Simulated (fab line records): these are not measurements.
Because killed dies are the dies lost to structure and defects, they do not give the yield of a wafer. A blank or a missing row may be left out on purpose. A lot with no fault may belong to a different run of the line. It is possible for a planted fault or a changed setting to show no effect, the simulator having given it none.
fab line records	flow n5_finfet
record lots=6	wafers=18	last_day=19
route steps=1938 shown BEOL_M6@1208
lots with no fault: from the same line, run without faults
start_h: hours from the record's first day to the start of the lot's first wafer shown	wait_h: time in hours since the lot's previous step	" unchanged from the row above	L1.1+2: several wafers, shown together as one row	- no value present, or no start provided	* or withheld: withheld	< > ~ a bound
route shown NAME@n: NAME is a module with steps in the file, n the number in the route of the first one	usual: the fault-free wafers' mean and standard deviation	same: alike in all rows	chamber/n: place in a boat	sites: the reading at each site	_std_site: how widely they spread, as a standard deviation	_edge_site: inner sites' mean taken away from outer sites' mean	radius_mm: for every site, how far away it sits from the centre of the wafer	mask NAME#n: copy n	behind: the most recent tool/chamber to have shaped the wafer	hold: why the lot was held/for how many hours/how that ended	device: the n, p or np transistor that did not switch	end of line: at the end of the route, the tests of the same wafers	step lacking rows: just its recipe	killed: not the wafer's yield, but the dies lost to structure and defects at the first sort	map: a wafer's dies, x killed, . not, _ none there
set.NAME: the setting the step ran with; set.NAME@STEP: the setting that earlier step ran with	model.NAME: the simulator's own value behind a step, which no gauge read
lots at some steps of the route; a table a step, a row a wafer
services: a tool's chamber out of use, with start hour (start_h, from the record's first day; less than 0 if before it), hours out, and reason
## steps
# step N5_BEOL_M6_OVL_MEAS_12
# recipe points_per_wafer=44
# usual M6_OVL=0.2/0.84
lot.wafer	tool	chamber	start_h	wait_h	M6_OVL[nm]
L954.1	overlay-02	0	220.86	0.0	1.3
L954.2	"	0	"	"	-0.2
L954.3	"	0	"	"	0.8
L958.1	overlay-02	0	230.67	0.0	-0.2
L958.2	"	0	"	"	0.5
L958.6	"	0	"	"	0.2
L966.2	overlay-02	0	284.93	0.0	-0.8
L966.4	"	0	"	"	0.2
L966.6	"	0	"	"	-1.6
L970.1	overlay-02	0	314.62	0.0	0.3
L970.3	"	0	"	"	-0.2
L970.5	"	0	"	"	-0.4
L972.1	overlay-02	0	333.00	0.1	0.9
L972.4	"	0	"	"	0.6
L972.6	"	0	"	"	0.8
L975.1	overlay-02	0	359.69	0.0	-0.1
L975.2	"	0	"	"	-0.7
L975.6	"	0	"	"	0.1
# step N5_BEOL_M6_INSPECT_13
# recipe mode=adi	inspect_instrument=brightfield
# usual raw_defect_count=423/91
lot.wafer	tool	chamber	start_h	wait_h	raw_defect_count
L954.1	defect_inspect-02	-	220.88	0.0	411
L954.2	"	-	"	"	316
L954.3	"	-	"	"	384
L958.1	defect_inspect-01	-	230.69	0.0	309
L958.2	"	-	"	"	387
L958.6	"	-	"	"	258
L966.2	defect_inspect-02	-	284.96	0.0	370
L966.4	"	-	"	"	431
L966.6	"	-	"	"	355
L970.1	defect_inspect-01	-	314.64	0.0	416
L970.3	"	-	"	"	486
L970.5	"	-	"	"	336
L972.1	defect_inspect-01	-	333.03	0.0	461
L972.4	"	-	"	"	603
L972.6	"	-	"	"	492
L975.1	defect_inspect-01	-	359.71	0.0	267
L975.2	"	-	"	"	379
L975.6	"	-	"	"	370
# step N5_BEOL_M6_DESCUM_16
# recipe chemistry=O2	time_s=7.9	source_power_w=50	bias_power_w=20	pressure_mtorr=20	rf_frequency_hz=2.712e+07	temp_c=40	resist=CAR-ArF	o2_flow_sccm=225
# step N5_BEOL_M6_ETCH_61
# recipe chemistry=CF4	target=SiARC	target_depth_a=455	mask_material=CAR-ArF	time_s=75.8	ion_energy_ev=80	pressure_mtorr=40	source_w=545	bias_w=36	Ar_flow_sccm=100	cf4_flow_sccm=100	ends=cleared
# usual cf4_flow_sccm=100.0/0.31	drypump_motor_current_A=5.7/0.53	etch_rf_on_time_s=76.4/2.5	oes_product_au=0.67/0.073	rf_vpp_V=184.0/1.1	showerhead_plenum_p_Torr=2.13/0.051	throttle_valve_pct=15.57/0.26
lot.wafer	tool	chamber	start_h	wait_h	cf4_flow_sccm	drypump_motor_current_A	etch_rf_on_time_s	oes_product_au	rf_hours_counter_h	rf_vpp_V	showerhead_plenum_p_Torr	throttle_valve_pct
L954.1	rie_diel-06	1	221.10	0.0	99.9	6.4	74.4	0.70	89	185.6	2.14	15.05
L954.2	"	2	"	"	99.7	5.4	72.9	0.80	16	185.0	2.16	15.35
L954.3	"	3	"	"	100.2	4.8	78.6	0.73	46	182.9	2.09	15.13
L958.1	rie_diel-02	0	230.76	0.0	99.9	6.2	78.7	0.58	237	186.7	2.19	16.03
L958.2	"	1	"	"	100.3	5.8	75.4	0.64	152	184.6	2.13	15.81
L958.6	"	0	"	"	99.7	6.1	79.2	0.57	-	185.0	2.19	16.03
L966.2	rie_diel-02	1	285.02	0.0	100.0	5.7	75.7	0.62	173	185.1	2.13	15.86
L966.4	"	3	"	"	99.9	5.3	72.8	0.76	-	184.2	2.19	15.73
L966.6	"	2	"	"	100.7	5.1	73.8	0.59	-	186.0	2.19	15.81
L970.1	rie_diel-05	0	314.91	0.0	99.8	6.3	75.1	0.64	174	180.7	2.05	15.67
L970.3	"	1	"	"	100.2	4.9	81.3	0.56	238	181.8	2.12	15.60
L970.5	"	2	"	"	100.2	5.9	77.2	0.68	-	183.8	2.08	15.49
L972.1	rie_diel-02	3	333.20	0.0	99.5	5.3	72.6	0.75	43	184.7	2.19	15.77
L972.4	"	1	"	"	100.3	5.7	76.7	0.61	-	183.7	2.12	15.90
L972.6	"	0	"	"	100.1	6.2	77.7	0.78	-	184.7	2.18	15.62
L975.1	rie_diel-05	0	359.87	0.0	100.4	6.3	75.0	0.63	196	182.2	2.05	15.71
L975.2	"	2	"	"	99.7	5.9	77.1	0.67	124	184.0	2.08	15.53
L975.6	"	1	"	"	100.2	4.9	82.0	0.54	-	185.4	2.12	15.64
# step N5_BEOL_M6_ETCH_62
# recipe chemistry=N2/H2	target=SOC	target_depth_a=1100	overetch_a=220	mask_material=SiARC	temp_c=40	time_s=165	ion_energy_ev=200	pressure_mtorr=30	source_w=840	bias_w=150	n2_flow_sccm=200	h2_flow_sccm=200
# step N5_BEOL_M6_STRIP_68
# recipe chemistry=N2/H2	temp_c=40	n2_flow_sccm=200	h2_flow_sccm=200	rf_frequency_hz=6e+07
# step N5_BEOL_M6_STRIP_67
# recipe chemistry=CF4	resist=SiARC	power_w=300	bias_power_w=75	pressure_mtorr=50	cf4_flow_sccm=150	rf_frequency_hz=6e+07
# usual bias_power_w=75.00/0.23	cf4_flow_sccm=149.9/0.42	drypump_motor_current_A=5.7/0.54	oes_product_au=0.78/0.078	rf_vpp_V=271.1/1.4	showerhead_plenum_p_Torr=1.78/0.044	throttle_valve_pct=13.54/0.26
lot.wafer	tool	chamber	start_h	wait_h	bias_power_w	cf4_flow_sccm	drypump_motor_current_A	oes_product_au	rf_hours_counter_h	rf_vpp_V	showerhead_plenum_p_Torr	throttle_valve_pct
L954.1	rie_diel-06	1	221.30	0.0	75.29	149.8	6.4	0.81	89	271.0	1.78	13.00
L954.2	"	2	"	"	75.07	150.8	5.4	0.93	16	273.2	1.81	13.31
L954.3	"	3	"	"	74.58	149.5	4.8	0.87	46	271.2	1.76	13.12
L958.1	rie_diel-02	0	230.96	0.0	75.23	149.7	6.2	0.70	237	272.7	1.82	13.98
L958.2	"	1	"	"	74.90	149.6	5.8	0.76	153	270.8	1.77	13.77
L958.6	"	0	"	"	74.72	149.7	6.2	0.69	-	273.0	1.82	14.02
L966.2	rie_diel-02	1	285.23	0.0	75.25	149.8	5.8	0.74	173	270.8	1.77	13.78
L966.4	"	3	"	"	75.27	149.8	5.3	0.87	-	272.8	1.85	13.71
L966.6	"	2	"	"	75.37	150.8	5.1	0.68	-	272.0	1.83	13.78
L970.1	rie_diel-05	0	315.11	0.0	75.36	150.0	6.3	0.74	174	269.4	1.72	13.63
L970.3	"	1	"	"	75.08	149.5	4.9	0.68	238	269.6	1.77	13.58
L970.5	"	2	"	"	74.98	150.8	5.9	0.81	-	270.7	1.75	13.48
L972.1	rie_diel-02	3	333.40	0.0	75.14	150.0	5.3	0.85	44	269.9	1.85	13.73
L972.4	"	1	"	"	75.34	150.4	5.8	0.72	-	271.9	1.76	13.85
L972.6	"	0	"	"	74.81	149.7	6.1	0.93	-	272.6	1.81	13.49
L975.1	rie_diel-05	0	360.07	0.0	75.09	150.3	6.3	0.73	196	269.2	1.71	13.71
L975.2	"	2	"	"	75.21	149.6	5.9	0.78	124	270.3	1.74	13.53
L975.6	"	1	"	"	75.08	149.4	4.9	0.67	-	272.8	1.76	13.62
# step N5_BEOL_M6_HM_OPEN_17
# recipe chemistry=Cl2/BCl3	target_depth_a=200	overetch_a=60	target=TiN	mask_material=SOC	ion_energy_ev=150	pressure_mtorr=10	icp_w=1000	bias_w=126	Cl2_flow_sccm=53.25	bcl3_flow_sccm=21.75	Ar_flow_sccm=25
# step N5_BEOL_M6_STRIP_19
# recipe chemistry=O2	power_w=400	temp_c=40	pressure_mtorr=30	rf_frequency_hz=6e+07	bias_power_w=0	overash_fraction=0.2	o2_flow_sccm=225
# usual drypump_motor_current_A=5.6/0.51	oes_product_au=0.79/0.09	rf_vpp_V=3.6/0.62	showerhead_plenum_p_Torr=2.10/0.064	throttle_valve_pct=16.69/0.27
# same bias_power_w=0	overash_fraction=0.2
lot.wafer	tool	chamber	start_h	wait_h	drypump_motor_current_A	oes_product_au	rf_hours_counter_h	rf_vpp_V	showerhead_plenum_p_Torr	throttle_valve_pct
L954.1	rie_diel-02	2	221.45	0.1	5.1	0.68	210	4.7	2.17	16.84
L954.2	"	1	"	"	5.8	0.76	150	3.0	2.12	17.06
L954.3	"	0	"	"	6.2	0.68	234	3.4	2.17	17.22
L958.1	rie_diel-06	2	231.11	0.1	5.4	0.94	19	2.7	2.15	16.64
L958.2	"	1	"	"	6.5	0.82	93	3.6	2.12	16.25
L958.6	"	1	"	"	6.5	0.83	-	4.7	2.12	16.25
L966.2	rie_diel-02	3	285.38	0.1	5.3	0.87	32	3.4	2.15	16.87
L966.4	"	2	"	"	5.1	0.66	-	3.2	2.16	16.92
L966.6	"	3	"	"	5.3	0.88	-	2.7	2.15	16.89
L970.1	rie_diel-02	0	315.32	0.1	6.2	0.93	8	3.2	2.17	16.87
L970.3	"	3	"	"	5.3	0.87	37	4.1	2.15	16.88
L970.5	"	0	"	"	6.2	0.93	-	4.0	2.17	16.86
L972.1	rie_diel-06	0	333.62	0.1	5.3	0.72	228	3.0	2.13	16.83
L972.4	"	2	"	"	5.4	0.85	57	3.4	2.14	16.71
L972.6	"	2	"	"	5.4	0.87	-	4.2	2.14	16.72
L975.1	rie_diel-02	1	360.24	0.1	5.7	0.71	205	3.6	2.10	17.15
L975.2	"	2	"	"	5.1	1.00	3	5.0	2.15	16.46
L975.6	"	3	"	"	5.3	0.84	-	3.0	2.14	16.93
# step N5_BEOL_M6_CD_MEAS_18
# recipe pitch_nm=80	target_cd_nm=40
# usual cd_nm=39.6/0.76
lot.wafer	tool	chamber	start_h	wait_h	cd_nm
L954.1	cd_sem-02	-	221.52	0.0	39.1
L954.2	"	-	"	"	39.2
L954.3	"	-	"	"	38.7
L958.1	cd_sem-02	-	231.18	0.0	38.9
L958.2	"	-	"	"	39.2
L958.6	"	-	"	"	38.3
L966.2	cd_sem-02	-	285.45	0.1	39.9
L966.4	"	-	"	"	40.2
L966.6	"	-	"	"	38.2
L970.1	cd_sem-02	-	315.39	0.0	39.6
L970.3	"	-	"	"	39.0
L970.5	"	-	"	"	39.7
L972.1	cd_sem-01	-	333.69	0.0	39.3
L972.4	"	-	"	"	39.9
L972.6	"	-	"	"	39.5
L975.1	cd_sem-01	-	360.31	0.0	38.9
L975.2	"	-	"	"	39.9
L975.6	"	-	"	"	39.4
# step N5_BEOL_M6_COAT_63
# recipe resist=SOC	temp_c=250	time_s=60	spin_rpm=1500	resist_thk_nm=60
# step N5_BEOL_M6_COAT_64
# recipe resist=SiARC	temp_c=220	time_s=60	spin_rpm=1500	resist_thk_nm=12
# step N5_BEOL_M6_COAT_71
# recipe resist=underlayer	temp_c=205	time_s=60	spin_rpm=1500	resist_thk_nm=5
# usual spin_speed_rpm=1500.0/0.91
lot.wafer	tool	chamber	start_h	wait_h	spin_speed_rpm
L954.1	litho_track-03	0	221.57	-	1501.6
L954.2	"	0	"	"	1500.6
L954.3	"	0	"	"	1500.3
L958.1	litho_track-04	0	232.54	-	1501.3
L958.2	"	0	"	"	1500.7
L958.6	"	0	"	"	1499.7
L966.2	litho_track-03	0	285.49	-	1500.0
L966.4	"	0	"	"	1500.0
L966.6	"	0	"	"	1500.4
L970.1	litho_track-03	0	316.99	-	1417.4
L970.3	"	0	"	"	1416.0
L970.5	"	0	"	"	1417.1
L972.1	litho_track-03	0	333.82	-	1417.2
L972.4	"	0	"	"	1414.8
L972.6	"	0	"	"	1416.9
L975.1	litho_track-02	0	360.52	-	1499.7
L975.2	"	0	"	"	1498.3
L975.6	"	0	"	"	1499.2
# step N5_BEOL_M6_COAT_22
# recipe resist=CAR-EUV	spin_rpm=1500	resist_thk_nm=30
# step N5_BEOL_M6_EBR_24
# recipe solvent=PGMEA	ebr_width_mm=1.5
# step N5_BEOL_M6_SOFTBAKE_23
# recipe temp_c=110	time_s=60	resist=CAR-EUV
# step N5_BEOL_M6_EXPOSE_25
# recipe mask_id=V5	na=0.33	source_shape=annular	sigma_inner=0.4	sigma_outer=0.8	polarization=unpolarized	target_cd_nm=40	dose_mj=45
# step N5_BEOL_M6_PEB_26
# recipe peb_temp_c=100	peb_time_s=60	resist=CAR-EUV
# step N5_BEOL_M6_DEVELOP_27
# recipe develop_time_s=30	developer=TMAH	resist=CAR-EUV	rinse_liquid=surfactant_rinse	dry=air_spin	dev_temp_c=23
# step N5_BEOL_M6_CD_MEAS_28
# recipe target_cd_nm=40	landing_energy_ev=500	detector=se_inlens
# usual cd_nm=40.08/0.24
lot.wafer	tool	chamber	start_h	wait_h	cd_nm
L954.1	cd_sem-01	0	221.83	-	39.97
L954.2	"	0	"	"	40.25
L954.3	"	0	"	"	40.03
L958.1	cd_sem-01	0	232.97	-	40.25
L958.2	"	0	"	"	40.26
L958.6	"	0	"	"	40.33
L966.2	cd_sem-01	0	285.76	-	40.62
L966.4	"	0	"	"	40.38
L966.6	"	0	"	"	40.40
L970.1	cd_sem-01	0	317.55	-	40.13
L970.3	"	0	"	"	39.56
L970.5	"	0	"	"	39.48
L972.1	cd_sem-02	0	334.08	-	40.22
L972.4	"	0	"	"	39.97
L972.6	"	0	"	"	39.79
L975.1	cd_sem-03	0	360.79	-	40.02
L975.2	"	0	"	"	40.09
L975.6	"	0	"	"	39.84
# step N5_BEOL_M6_OVL_MEAS_29
# recipe points_per_wafer=522
# usual V5_OVL=0.1/0.68
lot.wafer	tool	chamber	start_h	wait_h	V5_OVL[nm]
L954.1	overlay-02	0	221.86	0.0	1.4
L954.2	"	0	"	"	-0.1
L954.3	"	0	"	"	0.0
L958.1	overlay-02	0	233.03	0.1	0.6
L958.2	"	0	"	"	-1.2
L958.6	"	0	"	"	0.3
L966.2	overlay-02	0	285.79	0.0	-0.8
L966.4	"	0	"	"	-0.5
L966.6	"	0	"	"	-0.7
L970.1	overlay-02	0	317.58	0.0	-0.6
L970.3	"	0	"	"	0.4
L970.5	"	0	"	"	-0.5
L972.1	overlay-02	0	334.11	0.0	0.5
L972.4	"	0	"	"	0.5
L972.6	"	0	"	"	0.2
L975.1	overlay-02	0	360.82	0.0	-0.5
L975.2	"	0	"	"	-0.4
L975.6	"	0	"	"	-1.5
# step N5_BEOL_M6_INSPECT_30
# recipe mode=adi	inspect_instrument=brightfield
# usual raw_defect_count=425/92
lot.wafer	tool	chamber	start_h	wait_h	raw_defect_count
L954.1	defect_inspect-02	-	221.92	0.1	419
L954.2	"	-	"	"	312
L954.3	"	-	"	"	386
L958.1	defect_inspect-01	-	233.09	0.1	286
L958.2	"	-	"	"	365
L958.6	"	-	"	"	262
L966.2	defect_inspect-01	-	285.84	0.0	415
L966.4	"	-	"	"	485
L966.6	"	-	"	"	377
L970.1	defect_inspect-02	-	317.64	0.1	381
L970.3	"	-	"	"	431
L970.5	"	-	"	"	301
L972.1	defect_inspect-01	-	334.17	0.1	444
L972.4	"	-	"	"	596
L972.6	"	-	"	"	500
L975.1	defect_inspect-02	-	360.88	0.1	263
L975.2	"	-	"	"	372
L975.6	"	-	"	"	353
# step N5_BEOL_M6_DESCUM_33
# recipe chemistry=O2	time_s=7	source_power_w=50	bias_power_w=20	pressure_mtorr=20	rf_frequency_hz=2.712e+07	temp_c=40	resist=CAR-EUV	o2_flow_sccm=225
# usual bias_power_w=20.00/0.057	drypump_motor_current_A=5.6/0.56	oes_product_au=0.80/0.084	rf_vpp_V=243.3/1.3	showerhead_plenum_p_Torr=2.09/0.063	throttle_valve_pct=20.36/0.29
lot.wafer	tool	chamber	start_h	wait_h	bias_power_w	drypump_motor_current_A	oes_product_au	rf_hours_counter_h	rf_vpp_V	showerhead_plenum_p_Torr	throttle_valve_pct
L954.1	rie_diel-05	0	221.95	0.0	20.03	6.3	0.78	135	241.9	1.98	20.08
L954.2	"	1	"	"	20.01	4.9	0.70	202	242.7	2.08	20.21
L954.3	"	2	"	"	19.98	5.9	0.83	73	241.6	2.04	20.28
L958.1	rie_diel-06	1	233.13	0.0	19.94	6.5	0.82	93	243.6	2.11	20.02
L958.2	"	3	"	"	19.99	4.8	0.88	50	241.7	2.05	19.96
L958.6	"	0	"	"	19.99	5.3	0.74	-	244.2	2.13	20.45
L966.2	rie_diel-05	2	285.91	0.1	19.99	6.0	0.81	89	241.8	2.03	20.30
L966.4	"	0	"	"	19.90	6.3	0.76	162	240.9	1.97	20.12
L966.6	"	2	"	"	20.04	5.9	0.81	-	242.3	2.03	20.29
L970.1	rie_diel-05	1	317.68	0.0	20.07	4.9	0.67	239	244.5	2.07	20.29
L970.3	"	2	"	"	19.99	5.9	0.79	103	242.8	2.03	20.30
L970.5	"	2	"	"	20.03	5.9	0.79	-	243.1	2.03	20.30
L972.1	rie_diel-02	3	334.96	0.8	20.01	5.3	0.86	45	245.6	2.14	20.79
L972.4	"	0	"	"	20.05	6.2	0.90	-	244.9	2.16	20.77
L972.6	"	3	"	"	20.03	5.3	0.86	-	244.0	2.14	20.79
L975.1	rie_diel-06	3	361.02	0.1	19.96	4.8	0.81	96	242.1	2.03	20.03
L975.2	"	0	"	"	20.08	5.3	0.71	236	245.4	2.12	20.53
L975.6	"	0	"	"	19.99	5.3	0.70	-	245.6	2.12	20.51
# step N5_BEOL_M6_ETCH_72
# recipe chemistry=N2/H2	target=underlayer	target_depth_a=65	mask_material=CAR-EUV	time_s=5.2	ion_energy_ev=200	pressure_mtorr=30	source_w=840	bias_w=150	n2_flow_sccm=200	h2_flow_sccm=200	ends=cleared
# usual drypump_motor_current_A=5.6/0.56	etch_rf_on_time_s=5.30/0.18	oes_product_au=0.68/0.074	rf_vpp_V=523.7/2.3	showerhead_plenum_p_Torr=2.54/0.072	throttle_valve_pct=17.74/0.26
lot.wafer	tool	chamber	start_h	wait_h	drypump_motor_current_A	etch_rf_on_time_s	oes_product_au	rf_hours_counter_h	rf_vpp_V	showerhead_plenum_p_Torr	throttle_valve_pct	model.etch.depth_nm
L954.1	rie_diel-05	0	221.99	0.0	6.3	5.31	0.65	135	521.7	2.42	17.57	5.015
L954.2	"	1	"	"	4.9	5.75	0.57	202	522.0	2.53	17.70	5.02
L954.3	"	2	"	"	5.9	5.56	0.68	73	520.8	2.46	17.53	5.026
L958.1	rie_diel-06	1	233.16	0.0	6.4	5.13	0.69	93	525.6	2.59	17.60	5.005
L958.2	"	3	"	"	4.8	5.40	0.73	50	521.5	2.48	17.38	5
L958.6	"	0	"	"	5.3	5.37	0.62	-	524.4	2.62	18.04	4.995
L966.2	rie_diel-05	2	285.94	0.0	5.9	5.41	0.69	89	521.5	2.46	17.54	5.031
L966.4	"	0	"	"	6.3	5.27	0.64	162	520.1	2.41	17.58	5.024
L966.6	"	2	"	"	5.9	5.47	0.68	-	519.2	2.46	17.54	5.036
L970.1	rie_diel-05	1	317.71	0.0	4.9	5.78	0.56	239	522.2	2.51	17.81	5.182
L970.3	"	2	"	"	6.0	5.55	0.68	103	519.7	2.45	17.57	5.162
L970.5	"	2	"	"	5.9	5.58	0.67	-	521.4	2.45	17.58	5.174
L972.1	rie_diel-02	3	335.01	0.0	5.3	5.23	0.74	45	524.7	2.58	17.93	5.165
L972.4	"	0	"	"	6.2	5.54	0.76	-	524.6	2.60	17.94	5.162
L972.6	"	3	"	"	5.3	5.21	0.73	-	526.4	2.58	17.94	5.151
L975.1	rie_diel-06	3	361.05	0.0	4.8	5.39	0.68	96	520.5	2.46	17.49	5.017
L975.2	"	0	"	"	5.3	5.41	0.59	236	526.1	2.60	18.09	5.018
L975.6	"	0	"	"	5.3	5.42	0.59	-	524.7	2.60	18.11	5.018
# step N5_BEOL_M6_ETCH_65
# recipe chemistry=CF4	target=SiARC	target_depth_a=156	mask_material=CAR-EUV	time_s=26	ion_energy_ev=80	pressure_mtorr=40	source_w=545	bias_w=36	Ar_flow_sccm=100	cf4_flow_sccm=100	ends=cleared
# usual cf4_flow_sccm=100.0/0.35	drypump_motor_current_A=5.6/0.56	etch_rf_on_time_s=26.3/0.86	oes_product_au=0.68/0.073	rf_vpp_V=184.0/1.1	showerhead_plenum_p_Torr=2.14/0.048	throttle_valve_pct=15.52/0.26
lot.wafer	tool	chamber	start_h	wait_h	cf4_flow_sccm	drypump_motor_current_A	etch_rf_on_time_s	oes_product_au	rf_hours_counter_h	rf_vpp_V	showerhead_plenum_p_Torr	throttle_valve_pct
L954.1	rie_diel-05	0	222.01	0.0	100.5	6.3	25.9	0.67	135	182.9	2.07	15.59
L954.2	"	1	"	"	100.3	4.9	28.1	0.57	202	184.2	2.14	15.54
L954.3	"	2	"	"	100.5	6.0	26.7	0.70	73	182.9	2.09	15.45
L958.1	rie_diel-06	1	233.18	0.0	100.9	6.5	26.3	0.68	93	183.5	2.14	15.08
L958.2	"	3	"	"	99.9	4.8	27.2	0.72	50	182.4	2.09	15.13
L958.6	"	0	"	"	99.9	5.3	27.1	0.61	-	184.8	2.21	15.87
L966.2	rie_diel-05	2	285.96	0.0	100.1	5.9	26.8	0.69	89	184.6	2.09	15.48
L966.4	"	0	"	"	100.0	6.3	26.2	0.64	162	183.5	2.06	15.63
L966.6	"	2	"	"	100.3	5.9	26.7	0.68	-	183.1	2.09	15.46
L970.1	rie_diel-05	1	317.73	0.0	100.7	4.9	28.3	0.55	239	183.1	2.12	15.61
L970.3	"	2	"	"	99.4	5.9	26.7	0.67	103	182.9	2.08	15.50
L970.5	"	2	"	"	99.9	5.9	26.7	0.68	-	182.3	2.08	15.52
L972.1	rie_diel-02	3	335.04	0.0	100.0	5.3	25.0	0.75	45	185.1	2.18	15.78
L972.4	"	0	"	"	99.6	6.2	27.1	0.78	-	183.3	2.18	15.62
L972.6	"	3	"	"	99.5	5.3	25.2	0.74	-	184.7	2.18	15.77
L975.1	rie_diel-06	3	361.07	0.0	100.2	4.8	26.7	0.69	96	184.4	2.08	15.21
L975.2	"	0	"	"	99.9	5.2	26.5	0.59	236	183.8	2.20	15.95
L975.6	"	0	"	"	99.9	5.3	26.4	0.59	-	186.5	2.20	15.96
## services
tool	chamber	start_h	hours	kind
rie_diel-05	3	211.18	8.2	repair
rie_diel-05	3	228.10	-	clean
rie_diel-05	3	228.10	-	consumable_replace:esc
rie_diel-05	3	228.10	-	consumable_replace:focus_ring
rie_diel-05	3	228.10	26.0	scheduled_down
rie_diel-05	3	228.10	26.0	vent_cycle
rie_diel-05	1	231.51	7.3	repair
rie_diel-02	0	271.52	9.9	repair
rie_diel-02	0	281.47	-	clean
rie_diel-02	0	281.47	-	consumable_replace:focus_ring
rie_diel-02	0	281.47	15.5	scheduled_down
rie_diel-02	0	281.47	15.5	vent_cycle
rie_diel-02	3	287.60	16.7	repair
litho_track-02	-	300.54	-	consumable_replace:filter
litho_track-02	-	315.92	-	consumable_replace:filter
rie_diel-02	2	321.25	-	clean
rie_diel-02	2	321.25	-	consumable_replace:focus_ring
rie_diel-02	2	321.25	26.4	scheduled_down
rie_diel-02	2	321.25	26.4	vent_cycle
rie_diel-02	1	334.26	5.1	repair
## key
first_sign step=N5_BEOL_M6_COAT_71	reading=spin_speed_rpm	direction=down	sigmas=92	usual=*	struck=*
effect none on later readings
model_effect step=N5_BEOL_M6_ETCH_72	value=etch.depth_nm	without=5.021	struck=5.166
met_at N5_BEOL_M6_COAT_71
struck_wafers L970.1,L970.3,L970.5,L972.1,L972.4,L972.6
rows_end L970.1,L970.3,L970.5,L972.1,L972.4,L972.6
onset_between 285.49 316.99
earlier_fault kind=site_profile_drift	tool=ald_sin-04	chamber=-	onset_h=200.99	steps=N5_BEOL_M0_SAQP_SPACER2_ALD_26	basis=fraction	max_abs_drift=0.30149	slope_share_per_hr=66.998	site_pattern=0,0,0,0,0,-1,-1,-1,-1
fault kind=process_parameter_drift	tool=litho_track-03	chamber=-	onset_h=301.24	steps=N5_BEOL_M6_COAT_71	channel=spin_rpm	offset=*	shape=step	acts_in=*	stated=*
# rows_end: these wafers met a further fault down the route, and their rows from its step on are left out
